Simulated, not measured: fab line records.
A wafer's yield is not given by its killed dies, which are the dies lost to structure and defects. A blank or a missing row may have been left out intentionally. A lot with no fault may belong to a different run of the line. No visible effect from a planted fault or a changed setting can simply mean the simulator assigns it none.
Which tool was responsible?	flow n5Finfet	Sampling: 24 lots, 72 wafers, 5 of 1938 route steps

WHAT THE GAUGES SHOWED, per wafer
N5_BEOL_M3_INSPECT_59: inspects for defects (darkfield).
lot	measured	on	rawDefectCount
L075	day 7 10:10	defectInspect-01	73 90 72
L074	day 7 13:44	defectInspect-02	94 95 72
L076	day 7 15:33	defectInspect-02	54 66 86
L077	day 7 21:11	defectInspect-02	60 70 85
L078	day 8 11:04	defectInspect-02	72 166 75
L079	day 8 12:40	defectInspect-02	71 49 36
L080	day 10 13:42	defectInspect-02	123 75 78
L082	day 10 15:56	defectInspect-02	84 76 104
L083	day 10 18:05	defectInspect-02	108 87 104
L084	day 10 19:11	defectInspect-01	41 35 58
L085	day 10 20:07	defectInspect-01	33 59 30
L086	day 10 23:28	defectInspect-01	99 85 70
L087	day 11 01:19	defectInspect-01	54 44 35
L088	day 11 03:41	defectInspect-02	66 72 66
L089	day 11 04:14	defectInspect-01	81 90 59
L090	day 11 05:19	defectInspect-01	34 34 30
L091	day 11 18:50	defectInspect-02	80 81 62
L092	day 12 02:04	defectInspect-01	50 63 74
L093	day 12 19:19	defectInspect-02	41 35 61
L094	day 12 21:11	defectInspect-02	71 39 44
L095	day 13 00:38	defectInspect-01	103 107 54
L096	day 13 06:41	defectInspect-01	51 50 52
L081	day 13 09:13	defectInspect-01	27 40 45
L097	day 13 18:49	defectInspect-02	117 91 75

WHAT TOOL EACH LOT RAN ON (gives the tool, then ch and the chambers of the sampled wafers, and finally the start)
lot	N5_BEOL_M3_ANNEAL_80	N5_BEOL_M3_SPUTTER_81	N5_BEOL_M3_ANNEAL_91	N5_BEOL_M3_SPUTTER_96
L075	pvdSputter-03, day 7 07:35	pvdSputter-03, day 7 07:43	pvdSputter-03, day 7 08:28	pvdSputter-03, day 7 09:02
L074	pvdSputter-03, day 7 11:11	pvdSputter-03, day 7 11:20	pvdSputter-03, day 7 12:04	pvdSputter-03, day 7 12:39
L076	pvdSputter-02, day 7 13:01	pvdSputter-02, day 7 13:09	pvdSputter-02, day 7 13:53	pvdSputter-02, day 7 14:28
L077	pvdSputter-03, day 7 18:37	pvdSputter-03, day 7 18:46	pvdSputter-03, day 7 19:30	pvdSputter-03, day 7 20:05
L078	pvdSputter-03, day 8 08:28	pvdSputter-03, day 8 08:37	pvdSputter-03, day 8 09:21	pvdSputter-03, day 8 09:56
L079	pvdSputter-01, day 8 09:37	pvdSputter-01, day 8 09:46	pvdSputter-01, day 8 10:31	pvdSputter-01, day 8 11:05
L080	pvdSputter-02, day 10 11:10	pvdSputter-02, day 10 11:18	pvdSputter-02, day 10 12:02	pvdSputter-02, day 10 12:37
L082	pvdSputter-02, day 10 13:24	pvdSputter-02, day 10 13:32	pvdSputter-02, day 10 14:17	pvdSputter-02, day 10 14:52
L083	pvdSputter-02, day 10 15:32	pvdSputter-02, day 10 15:41	pvdSputter-02, day 10 16:25	pvdSputter-02, day 10 17:00
L084	pvdSputter-03, day 10 16:32	pvdSputter-03, day 10 16:40	pvdSputter-03, day 10 17:25	pvdSputter-03, day 10 17:59
L085	pvdSputter-02, day 10 17:23	pvdSputter-02, day 10 17:31	pvdSputter-02, day 10 18:16	pvdSputter-02, day 10 18:50
L086	pvdSputter-01, day 10 20:23	pvdSputter-01, day 10 20:31	pvdSputter-01, day 10 21:16	pvdSputter-01, day 10 21:50
L087	pvdSputter-03, day 10 22:32	pvdSputter-03, day 10 22:41	pvdSputter-03, day 10 23:31	pvdSputter-03, day 11 00:10
L088	pvdSputter-02, day 11 01:09	pvdSputter-02, day 11 01:17	pvdSputter-02, day 11 02:02	pvdSputter-02, day 11 02:37
L089	pvdSputter-03, day 11 01:30	pvdSputter-03, day 11 01:40	pvdSputter-03, day 11 02:29	pvdSputter-03, day 11 03:08
L090	pvdSputter-01, day 11 02:46	pvdSputter-01, day 11 02:55	pvdSputter-01, day 11 03:39	pvdSputter-01, day 11 04:14
L091	pvdSputter-02, day 11 16:18	pvdSputter-02, day 11 16:26	pvdSputter-02, day 11 17:11	pvdSputter-02, day 11 17:46
L092	pvdSputter-01, day 11 23:22	pvdSputter-01, day 11 23:31	pvdSputter-01, day 12 00:15	pvdSputter-01, day 12 00:50
L093	pvdSputter-02, day 12 16:47	pvdSputter-02, day 12 16:55	pvdSputter-02, day 12 17:40	pvdSputter-02, day 12 18:14
L094	pvdSputter-02, day 12 18:40	pvdSputter-02, day 12 18:48	pvdSputter-02, day 12 19:32	pvdSputter-02, day 12 20:07
L095	pvdSputter-03, day 12 21:48	pvdSputter-03, day 12 21:56	pvdSputter-03, day 12 22:41	pvdSputter-03, day 12 23:16
L096	pvdSputter-03, day 13 04:02	pvdSputter-03, day 13 04:10	pvdSputter-03, day 13 04:55	pvdSputter-03, day 13 05:29
L081	pvdSputter-01, day 13 06:30	pvdSputter-01, day 13 06:38	pvdSputter-01, day 13 07:23	pvdSputter-01, day 13 07:58
L097	pvdSputter-03, day 13 16:04	pvdSputter-03, day 13 16:12	pvdSputter-03, day 13 16:56	pvdSputter-03, day 13 17:31
- N5_BEOL_M3_ANNEAL_80: time 240 s.
- N5_BEOL_M3_SPUTTER_81: material Cu, target thk 4.5 nm, time 8.29 s.
- N5_BEOL_M3_ANNEAL_91: time 240 s.
- N5_BEOL_M3_SPUTTER_96: material Cu, target thk 4.5 nm, time 8.29 s.

AS READ BY THE TOOLS THEMSELVES (means over the sampled wafers that have a number; for cases with no such wafer, the mark the record gives instead)
N5_BEOL_M3_ANNEAL_80.
lot	tool	heaterPowerW (W)
L075	pvdSputter-03	845
L074	pvdSputter-03	834
L076	pvdSputter-02	761
L077	pvdSputter-03	964
L078	pvdSputter-03	976
L079	pvdSputter-01	883
L080	pvdSputter-02	872
L082	pvdSputter-02	909
L083	pvdSputter-02	907
L084	pvdSputter-03	824
L085	pvdSputter-02	722
L086	pvdSputter-01	888
L087	pvdSputter-03	946
L088	pvdSputter-02	829
L089	pvdSputter-03	972
L090	pvdSputter-01	826
L091	pvdSputter-02	891
L092	pvdSputter-01	859
L093	pvdSputter-02	946
L094	pvdSputter-02	946
L095	pvdSputter-03	937
L096	pvdSputter-03	839
L081	pvdSputter-01	803
L097	pvdSputter-03	937

N5_BEOL_M3_SPUTTER_81.
lot	tool	chuckSensorTempC (C)	throttleValvePct (%)
L075	pvdSputter-03	-16.6	29.9
L074	pvdSputter-03	-16.6	30.0
L076	pvdSputter-02	-15.2	30.6
L077	pvdSputter-03	-16.3	29.7
L078	pvdSputter-03	-16.6	29.3
L079	pvdSputter-01	-16.1	30.5
L080	pvdSputter-02	-15.7	30.2
L082	pvdSputter-02	-15.5	30.4
L083	pvdSputter-02	-15.6	30.2
L084	pvdSputter-03	-16.7	29.7
L085	pvdSputter-02	-15.4	30.5
L086	pvdSputter-01	-16.2	30.3
L087	pvdSputter-03	-16.5	29.6
L088	pvdSputter-02	-15.3	30.4
L089	pvdSputter-03	-16.5	29.5
L090	pvdSputter-01	-15.7	29.8
L091	pvdSputter-02	-15.7	30.2
L092	pvdSputter-01	-16.1	30.4
L093	pvdSputter-02	-15.8	29.9
L094	pvdSputter-02	-15.8	30.1
L095	pvdSputter-03	-16.4	29.8
L096	pvdSputter-03	-16.7	29.9
L081	pvdSputter-01	-16.1	31.2
L097	pvdSputter-03	-16.6	29.7

N5_BEOL_M3_ANNEAL_91.
lot	tool	heaterPowerW (W)
L075	pvdSputter-03	837
L074	pvdSputter-03	836
L076	pvdSputter-02	766
L077	pvdSputter-03	930
L078	pvdSputter-03	984
L079	pvdSputter-01	889
L080	pvdSputter-02	878
L082	pvdSputter-02	906
L083	pvdSputter-02	913
L084	pvdSputter-03	828
L085	pvdSputter-02	729
L086	pvdSputter-01	866
L087	pvdSputter-03	957
L088	pvdSputter-02	818
L089	pvdSputter-03	984
L090	pvdSputter-01	836
L091	pvdSputter-02	878
L092	pvdSputter-01	845
L093	pvdSputter-02	947
L094	pvdSputter-02	937
L095	pvdSputter-03	942
L096	pvdSputter-03	842
L081	pvdSputter-01	824
L097	pvdSputter-03	942

N5_BEOL_M3_SPUTTER_96.
lot	tool	chuckSensorTempC (C)	throttleValvePct (%)
L075	pvdSputter-03	-16.6	29.7
L074	pvdSputter-03	-16.7	29.7
L076	pvdSputter-02	-15.2	30.7
L077	pvdSputter-03	-16.3	29.7
L078	pvdSputter-03	-16.5	29.6
L079	pvdSputter-01	-16.2	30.4
L080	pvdSputter-02	-15.8	30.1
L082	pvdSputter-02	-15.5	30.3
L083	pvdSputter-02	-15.6	30.2
L084	pvdSputter-03	-16.8	29.6
L085	pvdSputter-02	-15.5	30.4
L086	pvdSputter-01	-16.1	30.4
L087	pvdSputter-03	-16.5	29.6
L088	pvdSputter-02	-15.3	30.4
L089	pvdSputter-03	-16.6	29.4
L090	pvdSputter-01	-15.8	29.9
L091	pvdSputter-02	-15.8	30.1
L092	pvdSputter-01	-16.0	30.3
L093	pvdSputter-02	-15.8	29.9
L094	pvdSputter-02	-15.8	29.9
L095	pvdSputter-03	-16.5	29.6
L096	pvdSputter-03	-16.6	29.9
L081	pvdSputter-01	-16.1	31.3
L097	pvdSputter-03	-16.5	29.5

THE ANSWER, worked out from the rows above alone
Rule: the lots themselves supply what counts as usual. The widest of any qualifying gaps counts: lots, ordered by their means at a reading, are off when they make up no more than a third of the lots, leave a main group of 4 or more, and stand apart from it by 3 or more times the standard deviation of that group's means. A main group is skipped when, at the precision printed for the reading in the tables above, its means are all equal. Also off: a lot with no number at a reading for which 4 or more lots have one. The other lots that the step has rows for count as sound. First the gauges in route order, then the tools' own readings, where a lot's mean is used as printed above. At the first step where some lot is off, the reading lying furthest off is the one used; lots without a number count as furthest.
No lot is off on any of the readings shown, so nothing can be concluded from this.

WHAT WAS PUT IN BY THE SIMULATOR
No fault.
